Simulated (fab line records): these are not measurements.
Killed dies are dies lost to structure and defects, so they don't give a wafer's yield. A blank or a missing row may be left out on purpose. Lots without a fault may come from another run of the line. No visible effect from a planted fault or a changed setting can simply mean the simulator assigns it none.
Comparing a struck lot with a sound one + flow nand-harc + 15 steps out of a route of 1302
Sound: wafers L930.2, L930.3, L930.6. Struck: wafer L939.2. (L939.3, L939.4 of the same lot were not struck and are left out.) The cause comes at the end.
Each step with rows lists, per side, the tool, then ch with its chambers, then its first start. Under that, the readings that differ: sound wafers + struck wafers + difference of the means + sigmas: that difference in standard deviations of wafers without a fault.
alike: readings with means less than 2 such deviations apart, plus words and numbers identical on both sides. not compared: withheld readings, readings lacking a value on some wafer, bounds such as >300 that could conceal the same value, and numbers that have no deviation in the record and whose values overlap.
The two part at a step that has a row with sigmas, a row that says differs or no value, or rows on one side only. Non-overlapping numbers with no deviation appear without sigmas and do not part them. A reading missing from all wafers of one side parts the sides only when that side holds two or more wafers.

first, 8 steps without rows for these wafers: NHARC_A_CONTACT_COAT_34 (time 75 s); NHARC_A_CONTACT_COAT_35 (time 65 s); NHARC_A_CONTACT_COAT_36 (resist thk 90 nm); NHARC_A_CONTACT_SOFTBAKE_37 (time 55 s); NHARC_A_CONTACT_EBR_38; NHARC_A_CONTACT_EXPOSE_39 (exposes mask A CC 3); NHARC_A_CONTACT_PEB_40 (peb time 65 s); NHARC_A_CONTACT_DEVELOP_41 (develop time 35 s).
NHARC_A_CONTACT_CD_MEAS_42 targets a cd of 300 nm.
  sound on cd-sem-02 ch 0, day 22 09:18; struck on cd-sem-02 ch 0, day 26 05:54
| reading    | sound             | struck | difference | sigmas |
|------------|-------------------|--------|------------|--------|
| cd-nm (nm) | 299.7 300.4 300.5 | 298.9  | -1.3       | -3     |
NHARC_A_CONTACT_OVL_MEAS_43:
  sound on overlay-02, day 22 09:23; struck on overlay-02, day 26 05:59
  alike: overlay-x-nm, overlay-y-nm
NHARC_A_CONTACT_INSPECT_44:
  sound on defect-inspect-02, day 22 09:25; struck on defect-inspect-02, day 26 06:01
  alike: raw-defect-count
NHARC_A_CONTACT_DESCUM_47: chemistry O2, time 3 s.
  sound on rie-diel-02 ch 0,3, day 22 09:29; struck on rie-diel-03 ch 1, day 26 06:05
| reading      | sound          | struck | difference | sigmas |
|--------------|----------------|--------|------------|--------|
| rf-vpp-V (V) | 58.6 58.6 59.9 | 56.5   | -2.5       | -3     |
  alike: drypump-motor-current-A, oes-product-au, showerhead-plenum-p-Torr, throttle-valve-pct
  not compared: rf-hours-counter-h
NHARC_A_CONTACT_ETCH_48: etches the open film in CF4, target depth 39 nm, time 65 s.
  sound on rie-diel-02 ch 0,2,3, day 22 09:35; struck on rie-diel-03 ch 0, day 26 06:10
| reading               | sound             | struck | difference | sigmas |
|-----------------------|-------------------|--------|------------|--------|
| oes-product-au (a.u.) | 1.002 0.998 1.000 | 0.812  | -0.188     | -17    |
| rf-vpp-V (V)          | 153.3 151.7 151.7 | 149.8  | -2.4       | -2     |
  alike: drypump-motor-current-A, showerhead-plenum-p-Torr, throttle-valve-pct
  not compared: rf-hours-counter-h
NHARC_A_CONTACT_ETCH_49: etches the open film in N2/H2, target depth 260 nm, time 475.3 s.
  sound: rie-diel-02 ch 1,2; struck: rie-diel-03 ch 3
  alike: drypump-motor-current-A, oes-product-au, rf-vpp-V, showerhead-plenum-p-Torr, throttle-valve-pct
  not compared: rf-hours-counter-h
-- the record jumps here: 3 days lie between the struck wafers' starts before and after (it left off in module A_CONTACT and takes up again in module END, whose first step shown is number 1302 of the route) --
NHARC_END_SORT_01:
  here the record holds rows for the struck wafers (prober-02 ch 0, day 29 10:05) but none for the sound ones

WHERE THEY PART
First at NHARC_A_CONTACT_CD_MEAS_42; last, within this record, at NHARC_END_SORT_01.

WHY: whatever the simulator had introduced
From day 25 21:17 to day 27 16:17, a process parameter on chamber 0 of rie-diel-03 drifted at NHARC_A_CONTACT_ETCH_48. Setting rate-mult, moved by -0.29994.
